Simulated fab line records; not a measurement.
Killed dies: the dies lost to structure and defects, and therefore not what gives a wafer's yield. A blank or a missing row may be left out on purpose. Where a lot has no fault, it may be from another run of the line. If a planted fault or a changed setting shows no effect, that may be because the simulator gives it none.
Which tool did it? | flow n5_finfet | 10 lots with 28 wafers sampled at 4 steps, on a route of 1938 steps

== WHAT THE GAUGES SHOWED, per wafer ==
N5_BEOL_M4_RC_MEAS_101. Usual: DIBL_N 36.0 mV/V, standard deviation 1.6; DIBL_P 35.8 mV/V, standard deviation 2; IOFF_N 0.152 nA/um, standard deviation 0.03; IOFF_P 0.20 nA/um, standard deviation 0.031; ION_N 670 uA/um, standard deviation 12; ION_P 459 uA/um, standard deviation 7.4; REXT_N 75.1 ohm.um, standard deviation 1.6; SS_N 71.5 mV/dec, standard deviation 0.56; SS_P 73.2 mV/dec, standard deviation 0.64; VT_N 251 mV, standard deviation 3.5; VT_P -252 mV, standard deviation 3.3.
lot  | measured     | on        | DIBL_N (mV/V)  | DIBL_P (mV/V)  | IOFF_N (nA/um)    | IOFF_P (nA/um) | ION_N (uA/um) | ION_P (uA/um) | REXT_N (ohm.um) | SS_N (mV/dec)  | SS_P (mV/dec)  | VT_N (mV)   | VT_P (mV)      | flag
L795 | day 9 08:02  | prober-02 | 36.5 36.4 35.1 | 36.9 36.1 35.6 | 0.170 0.159 0.143 | 0.23 0.22 0.22 | 681 664 675   | 467 457 469   | 75.7 76.1 77.0  | 72.2 72.2 72.0 | 73.9 73.9 73.2 | 246 251 252 | -247 -246 -246 |
L796 | day 9 11:49  | prober-02 | 36.7 36.7 33.5 | 35.8 35.5 31.3 | 0.154 0.141 0.101 | 0.20 0.19 0.15 | 674 657 650   | 462 454 450   | 72.8 73.8 73.6  | 72.0 71.0 71.0 | 73.0 73.0 72.1 | 251 254 255 | -253 -254 -256 |
L797 | day 9 13:56  | prober-02 | 37.0 35.3 35.9 | 37.4 34.5 34.9 | 0.162 0.136 0.135 | 0.21 0.17 0.18 | 683 675 659   | 468 464 451   | 75.5 74.2 76.0  | 70.9 71.0 70.8 | 74.1 72.6 73.1 | 248 249 252 | -250 -253 -255 |
L798 | day 9 22:49  | prober-01 | 36.7 35.8      | 37.3 35.5      | 0.176 0.165       | 0.21 0.19      | 670 667       | 452 456       | 73.7 74.0       | 71.8 71.8      | 73.2 73.5      | 251 247     | -251 -254      |
L800 | day 10 22:27 | prober-01 | 33.6 36.9 34.7 | 34.2 38.5 35.2 | 0.113 0.172 0.136 | 0.19 0.26 0.21 | 644 676 673   | 456 473 473   | 75.2 76.2 73.8  | 71.4 71.7 71.2 | 72.4 73.6 72.9 | 255 248 253 | -247 -245 -248 |
L801 | day 10 23:28 | prober-02 | 36.8 34.7      | 37.0 35.1      | 0.170 0.134       | 0.20 0.18      | 665 667       | 449 457       | 74.9 75.0       | 71.2 71.4      | 73.4 73.4      | 247 253     | -253 -252      |
L802 | day 11 01:23 | prober-01 | 33.4 34.5 36.9 | 30.6 33.8 35.4 | 0.099 0.123 0.152 | 0.15 0.19 0.20 | 645 671 662   | 449 467 460   | 72.1 72.9 72.0  | 70.3 70.3 72.2 | 71.7 72.5 73.3 | 256 252 249 | -254 -251 -249 |
L803 | day 11 05:56 | prober-01 | 34.2 35.1 36.6 | 33.1 34.1 36.1 | 0.111 0.124 0.150 | 0.15 0.15 0.18 | 654 647 663   | 447 441 451   | 73.7 73.3 73.8  | 71.0 71.6 72.1 | 71.8 72.7 73.1 | 257 255 251 | -257 -255 -256 |
L804 | day 11 07:01 | prober-01 | 33.3 34.2 36.2 | 33.0 35.2 38.0 | 0.110 0.129 0.170 | 0.16 0.19 0.23 | 659 661 678   | 457 457 463   | 76.9 77.1 77.6  | 71.8 71.1 71.6 | 72.7 73.3 73.7 | 253 252 249 | -254 -252 -247 |
L814 | day 14 05:24 | prober-02 | 38.0 33.6 34.9 | 36.9 31.3 33.4 | 0.195 0.109 0.135 | 0.24 0.14 0.17 | 696 653 674   | 474 449 463   | 69.7 73.6 74.3  | 72.3 71.5 71.9 | 73.2 73.0 72.8 | 246 257 250 | -248 -256 -253 |

== EACH LOT AND THE TOOL THAT RAN IT (in order: tool; ch and the chambers of the sampled wafers; start) ==
lot  | N5_SPACER0_ALD_08                | N5_BEOL_M4_ANNEAL_93         | N5_BEOL_M4_DEP_57
L795 | ald_sin-04 ch 2,3, day 2 23:53   | pvd_sputter-03, day 9 04:49  | pecvd-01 ch 0,1, day 9 07:37
L796 | ald_sin-04 ch 1,2,3, day 3 07:03 | pvd_sputter-01, day 9 09:41  | pecvd-03 ch 1,2, day 9 11:32
L797 | ald_sin-03 ch 1,2,3, day 3 12:37 | pvd_sputter-02, day 9 12:28  | pecvd-04 ch 1,2, day 9 13:49
L798 | ald_sin-04 ch 0,2, day 4 00:10   | pvd_sputter-03, day 9 21:11  | pecvd-03 ch 0,2, day 9 22:32
L800 | ald_sin-04 ch 0,2,3, day 4 08:35 | pvd_sputter-01, day 10 20:58 | pecvd-03 ch 0,1, day 10 22:19
L801 | ald_sin-04 ch 0,3, day 4 12:27   | pvd_sputter-02, day 10 21:12 | pecvd-04 ch 1,2, day 10 22:44
L802 | ald_sin-01 ch 0,2, day 4 18:14   | pvd_sputter-01, day 10 23:53 | pecvd-01 ch 0,1, day 11 01:14
L803 | ald_sin-04 ch 0,2, day 5 03:58   | pvd_sputter-03, day 11 03:42 | pecvd-04 ch 1,2, day 11 05:33
L804 | ald_sin-01 ch 1,2,3, day 5 07:35 | pvd_sputter-01, day 11 04:55 | pecvd-03 ch 0,1,2, day 11 06:53
L814 | ald_sin-04 ch 0,3, day 7 19:44   | pvd_sputter-03, day 14 03:57 | pecvd-04 ch 0,1,2, day 14 05:17
- N5_SPACER0_ALD_08: deposits SiNx, target thk 2 nm.
- N5_BEOL_M4_ANNEAL_93: time 240 s.
- N5_BEOL_M4_DEP_57: deposits SiCN from 3MS/NH3, target thk 8 nm, time 14 s.

== WHAT THE TOOLS THEMSELVES READ (means of the sampled wafers that have a number; where no wafer has one, the mark that the record gives instead) ==
N5_SPACER0_ALD_08. Usual: 843 W for heater_power_w, sd 53.
lot  | tool       | heater_power_w (W) | flag
L795 | ald_sin-04 | 846                |
L796 | ald_sin-04 | 829                |
L797 | ald_sin-03 | 835                |
L798 | ald_sin-04 | 905                |
L800 | ald_sin-04 | 874                |
L801 | ald_sin-04 | 906                |
L802 | ald_sin-01 | 818                |
L803 | ald_sin-04 | 888                |
L804 | ald_sin-01 | 841                |
L814 | ald_sin-04 | 886                |

N5_BEOL_M4_ANNEAL_93. Usual: heater_power_w 859 W, standard deviation 93; susceptor_temp_C_max 400.8, standard deviation 0.49.
lot  | tool           | heater_power_w (W) | susceptor_temp_C_max | flag
L795 | pvd_sputter-03 | 784                | 401.2                |
L796 | pvd_sputter-01 | 901                | 401.0                |
L797 | pvd_sputter-02 | 837                | 400.7                |
L798 | pvd_sputter-03 | 821                | 401.5                |
L800 | pvd_sputter-01 | 880                | 400.8                |
L801 | pvd_sputter-02 | 892                | 400.9                |
L802 | pvd_sputter-01 | 863                | 400.7                |
L803 | pvd_sputter-03 | 786                | 401.6                |
L804 | pvd_sputter-01 | 893                | 400.7                |
L814 | pvd_sputter-03 | 782                | 400.7                |

N5_BEOL_M4_DEP_57. Usual: showerhead_plenum_p_Torr 3.667 Torr, standard deviation 0.013; throttle_valve_pct 9.4 %, standard deviation 0.41.
lot  | tool     | showerhead_plenum_p_Torr (Torr) | throttle_valve_pct (%) | flag
L795 | pecvd-01 | 3.672                           | 9.6                    |
L796 | pecvd-03 | 3.670                           | 9.0                    |
L797 | pecvd-04 | 3.673                           | 9.1                    |
L798 | pecvd-03 | 3.659                           | 9.0                    |
L800 | pecvd-03 | 3.666                           | 9.6                    |
L801 | pecvd-04 | 3.661                           | 8.9                    |
L802 | pecvd-01 | 3.671                           | 9.4                    |
L803 | pecvd-04 | 3.666                           | 9.2                    |
L804 | pecvd-03 | 3.668                           | 9.5                    |
L814 | pecvd-04 | 3.670                           | 9.3                    |

== THE ANSWER, worked out from the rows above alone ==
Rule: lot off if the mean of its wafers having a number is beyond 3 standard deviations from the usual mean. Also off: a lot with no number at a reading for which 4 or more lots have one. All remaining lots with rows at the step are treated as sound. After the gauges, taken in route order, come the tools' own readings; for these a lot's mean is taken, as printed above. At the first step where some lot is off, the reading lying furthest off is the one used; lots without a number count as furthest.
None of the lots is off at any reading shown; this tells nothing.

== WHAT THE SIMULATOR HAD INSERTED ==
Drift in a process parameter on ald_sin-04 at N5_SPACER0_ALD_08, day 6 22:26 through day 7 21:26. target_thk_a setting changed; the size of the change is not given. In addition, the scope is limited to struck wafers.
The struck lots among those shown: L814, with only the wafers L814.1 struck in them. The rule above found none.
